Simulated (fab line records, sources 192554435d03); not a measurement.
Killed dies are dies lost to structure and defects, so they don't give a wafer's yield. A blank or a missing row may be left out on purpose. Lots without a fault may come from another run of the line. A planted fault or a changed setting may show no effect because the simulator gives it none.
Chamber matching | flow n5_finfet | N5_BEOL_M7_CURE_74 on uv_cure-01: 3 sister chambers
The step cures SiCOH lowk, time 240 s. 3 wafers are shown with their chamber, then 9 later ones without.

WAFERS WITH THEIR CHAMBER
wafer  | chamber | wafer_temp_C_max
L075.6 | 2       | 386.2
L087.5 | 0       | 386.8
L088.4 | 1       | 387.5

WAFERS WITHOUT THEIR CHAMBER
wafer  | wafer_temp_C_max
L090.1 | 386.6
L090.4 | 386.4
L090.5 | 385.9
L094.2 | 386.1
L094.4 | 385.8
L094.5 | 386.1
L097.2 | 387.3
L097.4 | 386.6
L097.6 | 385.8

WHICH CHAMBER EACH WENT THROUGH
wafer  | from the rows above     | in truth
L090.1 | can't be placed: 0 or 2 | 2
L090.4 | can't be placed: 2 or 0 | 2
L090.5 | 2                       | 2
L094.2 | 2                       | 2
L094.4 | 2                       | 2
L094.5 | 2                       | 2
L097.2 | can't be placed: 1 or 0 | 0
L097.4 | can't be placed: 0 or 2 | 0
L097.6 | 2                       | 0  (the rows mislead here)
Placed correctly: 4 of 9. Can't be placed from these rows: 4 (the true chamber is among the candidates in 4). Placed wrongly: 1.
How it was worked out, from the rows above alone: a wafer's distance from a chamber is the root of the sum, over the readings, of the square of ((its reading less the chamber's mean) divided by the reading's scatter). The wafer belongs to the nearest chamber; if the next one is less than 2 further off, it can't be placed. A chamber's mean is the mean of its shown wafers. The scatter: with one shown wafer a chamber, the root of the mean of the squares of how far each hidden wafer lies from its nearest shown one.
